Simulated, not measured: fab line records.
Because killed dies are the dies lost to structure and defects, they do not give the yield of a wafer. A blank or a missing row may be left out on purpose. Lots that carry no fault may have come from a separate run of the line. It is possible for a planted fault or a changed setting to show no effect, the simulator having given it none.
Matching of chambers || flow n5_finfet || 3 sister chambers for N5_BEOL_M9_PECVD_70 on pecvd-04
The step deposits SiO2 from TEOS/O2, target thk 20 nm, time 22.7 s. 3 wafers are shown with their chamber, then 10 later ones without.

## WAFERS PAIRED WITH THEIR CHAMBERS
{"wafer": "L086.6", "chamber": 1, "throttle_valve_pct (%)": 25.0}
{"wafer": "L089.3", "chamber": 0, "throttle_valve_pct (%)": 23.3}
{"wafer": "L089.4", "chamber": 2, "throttle_valve_pct (%)": 22.2}

## WAFERS WITH NO CHAMBER GIVEN
{"wafer": "L089.6", "throttle_valve_pct (%)": 25.0}
{"wafer": "L092.1", "throttle_valve_pct (%)": 22.3}
{"wafer": "L092.4", "throttle_valve_pct (%)": 22.1}
{"wafer": "L092.5", "throttle_valve_pct (%)": 23.4}
{"wafer": "L087.1", "throttle_valve_pct (%)": 23.6}
{"wafer": "L087.3", "throttle_valve_pct (%)": 24.8}
{"wafer": "L087.5", "throttle_valve_pct (%)": 23.5}
{"wafer": "L095.2", "throttle_valve_pct (%)": 22.6}
{"wafer": "L095.5", "throttle_valve_pct (%)": 25.2}
{"wafer": "L095.6", "throttle_valve_pct (%)": 23.4}

## CHAMBER TAKEN BY EACH
{"wafer": "L089.6", "from the rows above": 1, "in truth": 1}
{"wafer": "L092.1", "from the rows above": 2, "in truth": 2}
{"wafer": "L092.4", "from the rows above": 2, "in truth": 2}
{"wafer": "L092.5", "from the rows above": 0, "in truth": 0}
{"wafer": "L087.1", "from the rows above": 0, "in truth": 0}
{"wafer": "L087.3", "from the rows above": 1, "in truth": 1}
{"wafer": "L087.5", "from the rows above": 0, "in truth": 0}
{"wafer": "L095.2", "from the rows above": "can't be placed: 2 or 0", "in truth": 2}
{"wafer": "L095.5", "from the rows above": 1, "in truth": 1}
{"wafer": "L095.6", "from the rows above": 0, "in truth": 0}
Placed correctly: 9 of 10. From these rows, 1 cannot be placed; in 1 the true chamber is one of the candidates. Wrongly placed: 0.
How it was worked out, from the rows above alone: a wafer's distance from a chamber is the root of the sum, over the readings, of the square of ((its reading less the chamber's mean) divided by the reading's scatter). If the next closest chamber is less than 2 further off than the closest, the wafer can't be placed; otherwise it belongs to the closest. For every chamber, the mean is computed from those of its wafers that are shown. The scatter: with one shown wafer a chamber, the root of the mean of the squares of how far each hidden wafer lies from its nearest shown one.
